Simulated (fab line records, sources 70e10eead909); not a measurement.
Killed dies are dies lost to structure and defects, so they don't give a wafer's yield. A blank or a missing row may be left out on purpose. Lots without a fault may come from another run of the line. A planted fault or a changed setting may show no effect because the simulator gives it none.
Which tool did it? | flow nand_harc | 15 lots, 45 wafers sampled, at 2 steps of a route of 1159

WHAT THE GAUGES READ, wafer by wafer
NHARC_P_ZERO_WELL_CD_MEAS_52: target cd 2000 nm.
lot  | measured    | on        | cd_nm (nm)
L364 | day 1 17:51 | cd_sem-02 | 2001.7 2001.3 1998.9
L367 | day 2 11:31 | cd_sem-02 | 1999.0 2000.7 2001.3
L369 | day 3 00:12 | cd_sem-03 | 2001.6 2004.7 2001.3
L370 | day 3 05:53 | cd_sem-01 | 1996.4 1998.8 2002.2
L371 | day 3 11:37 | cd_sem-03 | 2002.7 1998.2 1999.4
L374 | day 4 05:29 | cd_sem-01 | 2003.0 2002.0 1998.0
L375 | day 4 11:54 | cd_sem-02 | 2001.6 1999.9 2000.8
L376 | day 4 18:05 | cd_sem-01 | 1998.6 2000.7 1999.7
L377 | day 5 00:01 | cd_sem-02 | 1999.7 2002.9 1999.3
L379 | day 5 12:07 | cd_sem-03 | 2000.0 2000.4 1999.6
L380 | day 5 17:46 | cd_sem-03 | 2002.9 2001.3 2004.3
L381 | day 5 23:50 | cd_sem-02 | 2001.0 2003.0 2002.2
L383 | day 6 11:43 | cd_sem-03 | 2000.5 2001.6 2000.7
L384 | day 6 17:34 | cd_sem-02 | 1998.7 1999.6 1999.8
L386 | day 7 05:38 | cd_sem-02 | 2000.8 2001.2 2000.0

WHICH TOOL RAN EACH LOT (tool, then ch and the chambers of the sampled wafers, then the start)
lot  | NHARC_P_ZERO_WELL_ETCH_62
L364 | rie_diel-10 ch 0,1,2, day 1 17:51 or earlier
L367 | rie_diel-06 ch 0,2,3, day 2 11:31 or earlier
L369 | rie_diel-06 ch 0,1,3, day 3 00:12 or earlier
L370 | rie_diel-11 ch 1,2,3, day 3 05:53 or earlier
L371 | rie_diel-06 ch 1,2, day 3 11:37 or earlier
L374 | rie_diel-06 ch 0,1,2, day 4 05:29 or earlier
L375 | rie_diel-11 ch 0,1,3, day 4 11:54 or earlier
L376 | rie_diel-06 ch 1,2, day 4 18:05 or earlier
L377 | rie_diel-10 ch 0,1,3, day 5 00:01 or earlier
L379 | rie_diel-06 ch 2,3, day 5 12:07 or earlier
L380 | rie_diel-11 ch 2,3, day 5 17:46 or earlier
L381 | rie_diel-11 ch 0,1,3, day 5 23:50 or earlier
L383 | rie_diel-06 ch 1,2, day 6 11:43 or earlier
L384 | rie_diel-11 ch 1,2, day 6 17:34 or earlier
L386 | rie_diel-11 ch 1,2, day 7 05:38 or earlier
- NHARC_P_ZERO_WELL_ETCH_62: etches the open film in CHF3/Ar, target depth 13 nm, time 6.5 s.

WHAT THE TOOLS THEMSELVES READ (means of the sampled wafers that have a number; where no wafer has one, the mark that the record gives instead)
NHARC_P_ZERO_WELL_ETCH_62.
lot  | tool        | drypump_motor_current_A (A) | oes_product_au (a.u.) | rf_vpp_V (V) | showerhead_plenum_p_Torr (Torr) | throttle_valve_pct (%)
L364 | rie_diel-10 | 5.7                         | 0.961                 | 369.5        | 2.34                            | 20.222
L367 | rie_diel-06 | 5.6                         | 0.977                 | 368.8        | 2.30                            | 20.207
L369 | rie_diel-06 | 5.7                         | 0.931                 | 370.1        | 2.31                            | 20.216
L370 | rie_diel-11 | 5.7                         | 0.927                 | 369.7        | 2.26                            | 20.220
L371 | rie_diel-06 | 6.0                         | 0.981                 | 366.9        | 2.22                            | 20.221
L374 | rie_diel-06 | 5.6                         | 0.970                 | 368.4        | 2.26                            | 20.224
L375 | rie_diel-11 | 5.6                         | 0.968                 | 370.6        | 2.32                            | 20.221
L376 | rie_diel-06 | 6.1                         | 0.980                 | 368.3        | 2.23                            | 20.226
L377 | rie_diel-10 | 5.6                         | 0.962                 | 370.7        | 2.31                            | 20.215
L379 | rie_diel-06 | 6.0                         | 0.961                 | 368.8        | 2.25                            | 20.218
L380 | rie_diel-11 | 5.8                         | 0.949                 | 368.9        | 2.25                            | 20.233
L381 | rie_diel-11 | 5.6                         | 0.967                 | 369.6        | 2.32                            | 20.220
L383 | rie_diel-06 | 6.0                         | 0.956                 | 367.6        | 2.21                            | 20.217
L384 | rie_diel-11 | 5.5                         | 0.983                 | 368.9        | 2.24                            | 20.213
L386 | rie_diel-11 | 5.5                         | 0.925                 | 368.0        | 2.24                            | 20.205

THE ANSWER, worked out from the rows above alone
Rule: what is usual is taken from the lots themselves. Put in order of their means at a reading, lots are off if they are a third of the lots or fewer, leave a main group of 4 or more, and stand apart from it by a gap of 3 or more times the standard deviation of the main group's means; of several such gaps the widest counts. A main group whose means are all the same, to the digits that the tables above print for the reading, isn't used. A lot without any number at a reading at which 4 lots or more have one is off too. The other lots that the step has rows for count as sound. The gauges are gone through in route order, then the tools' own readings, and for those a lot's mean is taken as printed above. The first step at which some lot is off is used, and at that step the reading that is off furthest; a lot without a number counts as furthest.
No lot is off at any reading shown: from this, nothing can be told.

WHAT THE SIMULATOR HAD PUT IN
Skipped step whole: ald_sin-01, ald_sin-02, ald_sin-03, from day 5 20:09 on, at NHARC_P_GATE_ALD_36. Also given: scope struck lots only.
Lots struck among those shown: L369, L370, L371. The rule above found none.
